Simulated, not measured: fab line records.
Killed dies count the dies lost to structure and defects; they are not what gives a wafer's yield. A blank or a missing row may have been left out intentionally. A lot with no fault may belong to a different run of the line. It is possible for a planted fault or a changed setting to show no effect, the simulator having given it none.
Matching of chambers    flow nand harc    NHARC_P_GATE_ETCH_104 on rie diel-11: 4 sister chambers
The step etches the open film in CF4/CHF3, target depth 60 nm. 14 wafers are shown with their chamber, then 7 later ones without.

== WAFERS, EACH WITH ITS CHAMBER ==
wafer   chamber  drypump motor current A (A)  rf vpp V (V)  oes product au (a.u.)
L632.2  2        6.3                          370.2         0.951
L632.3  3        5.5                          371.1         0.958
L632.6  3        5.5                          371.0         0.953
L634.2  2        6.3                          370.0         0.911
L634.4  0        5.7                          372.9         0.932
L634.5  1        5.4                          375.5         0.943
L637.2  3        5.4                          370.2         0.931
L637.5  2        6.3                          368.3         0.911
L637.6  1        5.4                          376.1         0.996
L639.1  0        5.7                          371.8         0.961
L639.4  2        6.3                          368.5         0.972
L639.6  3        5.4                          370.2         0.949
L640.2  3        5.4                          369.1         0.927
L640.3  0        5.7                          373.4         0.945

SIGNATURES (means of the wafers above)
reading                  chamber 0  chamber 1  chamber 2  chamber 3  scatter within a chamber
drypump motor current A  5.700      5.400      6.300      5.440      0.0346
rf vpp V                 372.700    375.800    369.250    370.320    0.839
oes product au           0.94600    0.96950    0.93625    0.94360    0.0231
Rule: a wafer's distance from a chamber is the root of the sum, over the readings, of the square of ((its reading less the chamber's mean) divided by the reading's scatter). If the next closest chamber is less than 2 further off than the closest, the wafer can't be placed; otherwise it belongs to the closest. The scatter is the square root of a quotient: the sum, over the shown wafers, of each reading's squared deviation from its chamber's mean, divided by wafers minus chambers.

== WAFERS WHOSE CHAMBER IS MISSING ==
wafer   drypump motor current A (A)  rf vpp V (V)  oes product au (a.u.)
L640.5  5.4                          371.2         0.931
L641.2  6.3                          369.1         0.970
L641.3  5.4                          369.3         0.964
L641.6  5.7                          371.8         0.954
L650.3  5.7                          372.1         0.943
L650.4  5.4                          373.4         0.949
L650.5  5.4                          373.6         0.959

== EACH ONE'S CHAMBER ==
wafer   from the rows above      in truth
L640.5  3                        3
L641.2  2                        2
L641.3  3                        3
L641.6  0                        0
L650.3  0                        0
L650.4  can't be placed: 1 or 3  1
L650.5  can't be placed: 1 or 3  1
Correctly placed: 5 of 7. From these rows, 2 cannot be placed; in 2 the true chamber is one of the candidates. Placed wrongly: 0.
